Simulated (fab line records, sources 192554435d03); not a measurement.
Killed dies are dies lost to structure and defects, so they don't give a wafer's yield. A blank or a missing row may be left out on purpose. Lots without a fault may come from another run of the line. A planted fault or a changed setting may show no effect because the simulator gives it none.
Which tool did it? | flow n5_finfet | 23 lots, 69 wafers sampled, at 4 steps of a route of 1938

WHAT THE GAUGES READ, wafer by wafer
N5_BEOL_M13_OVL_MEAS_29.
lot  | measured     | on         | M13_OVL (nm)
L074 | day 10 18:01 | overlay-02 | -4 -6 -2
L076 | day 10 22:12 | overlay-02 | -2 -3 -4
L075 | day 11 05:42 | overlay-01 | -1 -6 3
L078 | day 11 21:12 | overlay-02 | 7 1 -3
L077 | day 12 05:07 | overlay-02 | 5 0 3
L079 | day 12 09:23 | overlay-02 | 1 -3 1
L080 | day 13 01:55 | overlay-02 | -1 -5 4
L083 | day 13 03:44 | overlay-02 | 4 6 1
L081 | day 13 03:54 | overlay-01 | 4 4 1
L082 | day 13 04:04 | overlay-01 | -7 4 -4
L085 | day 13 16:07 | overlay-01 | 3 1 5
L084 | day 13 18:20 | overlay-01 | -1 -14 -1
L086 | day 14 10:05 | overlay-02 | 0 -1 -5
L088 | day 14 12:11 | overlay-01 | 2 -1 4
L087 | day 14 17:16 | overlay-02 | -13 1 -3
L090 | day 14 22:28 | overlay-01 | 2 2 0
L092 | day 14 23:25 | overlay-02 | -6 -7 -2
L089 | day 15 01:17 | overlay-01 | -4 0 1
L091 | day 15 02:13 | overlay-01 | -10 -2 -2
L094 | day 15 20:53 | overlay-02 | 1 -2 -5
L095 | day 15 21:12 | overlay-02 | -3 5 -2
L097 | day 16 13:48 | overlay-01 | 1 -2 1
L096 | day 16 14:34 | overlay-01 | 7 7 6

N5_BEOL_M13_INSPECT_30: inspects for defects (macro).
lot  | measured     | on                | raw_defect_count
L074 | day 10 18:02 | defect_inspect-02 | 1 3 3
L076 | day 10 22:14 | defect_inspect-02 | 3 1 2
L075 | day 11 05:43 | defect_inspect-01 | 2 5 1
L078 | day 11 21:14 | defect_inspect-01 | 3 0 4
L077 | day 12 05:09 | defect_inspect-02 | 3 3 4
L079 | day 12 09:25 | defect_inspect-01 | 1 3 5
L080 | day 13 01:57 | defect_inspect-01 | 2 1 4
L083 | day 13 03:46 | defect_inspect-01 | 5 2 5
L081 | day 13 03:55 | defect_inspect-01 | 3 1 0
L082 | day 13 04:05 | defect_inspect-01 | 3 3 4
L085 | day 13 16:08 | defect_inspect-02 | 2 1 2
L084 | day 13 18:21 | defect_inspect-02 | 2 0 5
L086 | day 14 10:07 | defect_inspect-02 | 0 0 3
L088 | day 14 12:13 | defect_inspect-02 | 3 1 4
L087 | day 14 17:17 | defect_inspect-02 | 2 0 2
L090 | day 14 22:29 | defect_inspect-02 | 1 1 0
L092 | day 14 23:26 | defect_inspect-01 | 2 3 4
L089 | day 15 01:18 | defect_inspect-01 | 3 2 2
L091 | day 15 02:14 | defect_inspect-02 | 2 2 2
L094 | day 15 20:55 | defect_inspect-02 | 2 1 1
L095 | day 15 21:13 | defect_inspect-01 | 0 2 1
L097 | day 16 13:50 | defect_inspect-02 | 1 0 1
L096 | day 16 14:35 | defect_inspect-02 | 2 1 2

WHICH TOOL RAN EACH LOT (tool, then ch and the chambers of the sampled wafers, then the start)
lot  | N5_BEOL_M12_STRIP_64                 | N5_BEOL_M12_DESCUM_33
L074 | plasma_asher-01 ch 0,1, day 10 10:37 | rie_diel-06 ch 0,2, day 10 11:18
L076 | plasma_asher-01 ch 0,1, day 10 16:13 | rie_diel-01 ch 0,3, day 10 16:53
L075 | plasma_asher-01 ch 0,1, day 10 23:29 | rie_diel-04 ch 0,1, day 11 00:02
L078 | plasma_asher-01 ch 0,1, day 11 15:17 | rie_diel-01 ch 0,1, day 11 15:58
L077 | plasma_asher-02 ch 0,1, day 12 00:19 | rie_diel-01 ch 0,2, day 12 00:52
L079 | plasma_asher-01 ch 0,1, day 12 00:38 | rie_diel-04 ch 0,1,3, day 12 01:12
L080 | plasma_asher-02 ch 0,1, day 12 14:13 | rie_diel-01 ch 0,1,3, day 12 14:47
L083 | plasma_asher-02 ch 0,1, day 12 19:07 | rie_diel-06 ch 1,3, day 12 19:49
L081 | plasma_asher-02 ch 0,1, day 12 19:23 | rie_diel-01 ch 0,1,2, day 12 20:04
L082 | plasma_asher-01 ch 1, day 12 20:06   | rie_diel-04 ch 1,2, day 12 21:08
L085 | plasma_asher-02 ch 0,1, day 13 06:35 | rie_diel-06 ch 0,1,3, day 13 07:32
L084 | plasma_asher-01 ch 0,1, day 13 12:09 | rie_diel-01 ch 0,3, day 13 12:49
L086 | plasma_asher-01 ch 0,1, day 14 00:08 | rie_diel-04 ch 0,2, day 14 00:58
L088 | plasma_asher-02 ch 0,1, day 14 00:23 | rie_diel-01 ch 0,1, day 14 01:07
L087 | plasma_asher-02 ch 0,1, day 14 10:25 | rie_diel-04 ch 0,1,3, day 14 11:59
L090 | plasma_asher-01 ch 0,1, day 14 14:59 | rie_diel-06 ch 0,2,3, day 14 15:39
L092 | plasma_asher-01 ch 0,1, day 14 16:52 | rie_diel-01 ch 0,2, day 14 17:32
L089 | plasma_asher-02 ch 0,1, day 14 17:29 | rie_diel-04 ch 0,3, day 14 18:03
L091 | plasma_asher-02 ch 0,1, day 14 21:44 | rie_diel-04 ch 0,2, day 14 22:33
L094 | plasma_asher-02 ch 0,1, day 15 13:49 | rie_diel-04 ch 1,3, day 15 14:23
L095 | plasma_asher-01 ch 0,1, day 15 16:17 | rie_diel-06 ch 2,3, day 15 17:04
L097 | plasma_asher-01 ch 0,1, day 16 06:43 | rie_diel-01 ch 1,3, day 16 07:38
L096 | plasma_asher-01 ch 0,1, day 16 10:00 | rie_diel-01 ch 0,2,3, day 16 10:51
- N5_BEOL_M12_STRIP_64: strips in N2/H2.
- N5_BEOL_M12_DESCUM_33: chemistry O2, time 7.9 s.

WHAT THE TOOLS THEMSELVES READ (means of the sampled wafers that have a number; where no wafer has one, the mark that the record gives instead)
N5_BEOL_M12_STRIP_64.
lot  | tool            | drypump_motor_current_A (A) | h2_flow_sccm (sccm) | heater_power_w (W) | oes_product_au (a.u.) | strip_time_to_endpoint_s (s) | temp_c (C)
L074 | plasma_asher-01 | 5.5                         | 3251                | 356                | 0.715                 | 31.34                        | 249.79
L076 | plasma_asher-01 | 5.5                         | 3247                | 353                | 0.717                 | 31.31                        | 249.90
L075 | plasma_asher-01 | 5.5                         | 3244                | 350                | 0.718                 | 31.26                        | 249.92
L078 | plasma_asher-01 | 5.8                         | 3247                | 335                | 0.715                 | 31.23                        | 249.94
L077 | plasma_asher-02 | 5.6                         | 3247                | 387                | 0.714                 | 31.39                        | 249.96
L079 | plasma_asher-01 | 5.8                         | 3248                | 334                | 0.717                 | 31.22                        | 250.09
L080 | plasma_asher-02 | 5.7                         | 3248                | 356                | 0.718                 | 31.28                        | 250.08
L083 | plasma_asher-02 | 5.7                         | 3239                | 355                | 0.715                 | 31.36                        | 250.02
L081 | plasma_asher-02 | 5.6                         | 3253                | 385                | 0.720                 | 31.40                        | 249.99
L082 | plasma_asher-01 | 5.2                         | 3248                | 370                | 0.713                 | 31.16                        | 250.18
L085 | plasma_asher-02 | 5.8                         | 3257                | 351                | 0.714                 | 31.34                        | 250.16
L084 | plasma_asher-01 | 5.8                         | 3243                | 331                | 0.713                 | 31.24                        | 249.97
L086 | plasma_asher-01 | 5.8                         | 3248                | 334                | 0.715                 | 31.21                        | 249.93
L088 | plasma_asher-02 | 5.7                         | 3254                | 360                | 0.717                 | 31.37                        | 249.94
L087 | plasma_asher-02 | 5.6                         | 3253                | 375                | 0.714                 | 31.35                        | 249.94
L090 | plasma_asher-01 | 5.8                         | 3246                | 337                | 0.714                 | 31.26                        | 250.22
L092 | plasma_asher-01 | 5.5                         | 3266                | 349                | 0.715                 | 31.40                        | 250.00
L089 | plasma_asher-02 | 5.7                         | 3258                | 354                | 0.716                 | 31.22                        | 250.16
L091 | plasma_asher-02 | 5.6                         | 3259                | 388                | 0.714                 | 31.22                        | 249.84
L094 | plasma_asher-02 | 5.7                         | 3240                | 354                | 0.722                 | 31.38                        | 250.07
L095 | plasma_asher-01 | 5.8                         | 3245                | 335                | 0.713                 | 31.43                        | 249.88
L097 | plasma_asher-01 | 5.8                         | 3251                | 336                | 0.718                 | 31.34                        | 249.99
L096 | plasma_asher-01 | 5.8                         | 3243                | 334                | 0.717                 | 31.33                        | 249.87

N5_BEOL_M12_DESCUM_33.
lot  | tool        | chamber_pressure_mTorr (mTorr) | drypump_motor_current_A (A) | oes_product_au (a.u.) | rf_vpp_V (V) | showerhead_plenum_p_Torr (Torr) | temp_c (C) | throttle_valve_pct (%)
L074 | rie_diel-06 | 19.999                         | 5.7                         | 0.81                  | 243.7        | 2.06                            | 39.89      | 20.29
L076 | rie_diel-01 | 20.009                         | 5.2                         | 0.83                  | 244.2        | 2.13                            | 40.04      | 20.48
L075 | rie_diel-04 | 20.006                         | 5.7                         | 0.73                  | 243.3        | 2.09                            | 40.01      | 20.35
L078 | rie_diel-01 | 20.006                         | 5.2                         | 0.78                  | 243.9        | 2.15                            | 40.10      | 20.59
L077 | rie_diel-01 | 19.999                         | 5.3                         | 0.85                  | 244.4        | 2.16                            | 40.04      | 20.45
L079 | rie_diel-04 | 20.009                         | 5.9                         | 0.75                  | 242.5        | 2.07                            | 39.92      | 20.32
L080 | rie_diel-01 | 20.012                         | 5.4                         | 0.78                  | 244.0        | 2.14                            | 39.88      | 20.68
L083 | rie_diel-06 | 19.996                         | 6.0                         | 0.83                  | 244.3        | 2.10                            | 39.92      | 20.25
L081 | rie_diel-01 | 20.003                         | 5.5                         | 0.80                  | 244.6        | 2.17                            | 40.01      | 20.64
L082 | rie_diel-04 | 20.002                         | 5.4                         | 0.67                  | 243.3        | 2.10                            | 40.00      | 20.13
L085 | rie_diel-06 | 20.009                         | 5.9                         | 0.83                  | 243.2        | 2.07                            | 40.00      | 20.09
L084 | rie_diel-01 | 19.995                         | 5.2                         | 0.80                  | 243.4        | 2.12                            | 39.99      | 20.51
L086 | rie_diel-04 | 20.009                         | 5.7                         | 0.73                  | 244.1        | 2.11                            | 39.93      | 20.09
L088 | rie_diel-01 | 20.003                         | 5.4                         | 0.73                  | 243.7        | 2.15                            | 39.90      | 20.80
L087 | rie_diel-04 | 20.008                         | 5.9                         | 0.83                  | 242.5        | 2.07                            | 39.89      | 20.23
L090 | rie_diel-06 | 20.006                         | 5.8                         | 0.77                  | 242.1        | 2.06                            | 40.05      | 20.26
L092 | rie_diel-01 | 20.019                         | 5.6                         | 0.85                  | 245.1        | 2.18                            | 39.95      | 20.52
L089 | rie_diel-04 | 20.003                         | 6.2                         | 0.78                  | 243.7        | 2.08                            | 39.99      | 20.31
L091 | rie_diel-04 | 19.994                         | 6.0                         | 0.76                  | 243.5        | 2.11                            | 40.13      | 20.19
L094 | rie_diel-04 | 20.009                         | 5.7                         | 0.85                  | 243.1        | 2.04                            | 40.03      | 20.20
L095 | rie_diel-06 | 19.994                         | 5.8                         | 0.76                  | 242.8        | 2.08                            | 39.98      | 20.51
L097 | rie_diel-01 | 19.977                         | 5.5                         | 0.83                  | 243.7        | 2.12                            | 39.89      | 20.69
L096 | rie_diel-01 | 19.999                         | 5.5                         | 0.80                  | 242.4        | 2.14                            | 39.99      | 20.59

THE ANSWER, worked out from the rows above alone
Rule: what is usual is taken from the lots themselves. Put in order of their means at a reading, lots are off if they are a third of the lots or fewer, leave a main group of 4 or more, and stand apart from it by a gap of 3 or more times the standard deviation of the main group's means; of several such gaps the widest counts. A main group whose means are all the same, to the digits that the tables above print for the reading, isn't used. A lot without any number at a reading at which 4 lots or more have one is off too. The other lots that the step has rows for count as sound. The gauges are gone through in route order, then the tools' own readings, and for those a lot's mean is taken as printed above. The first step at which some lot is off is used, and at that step the reading that is off furthest; a lot without a number counts as furthest.
No lot is off at any reading shown: from this, nothing can be told.

WHAT THE SIMULATOR HAD PUT IN
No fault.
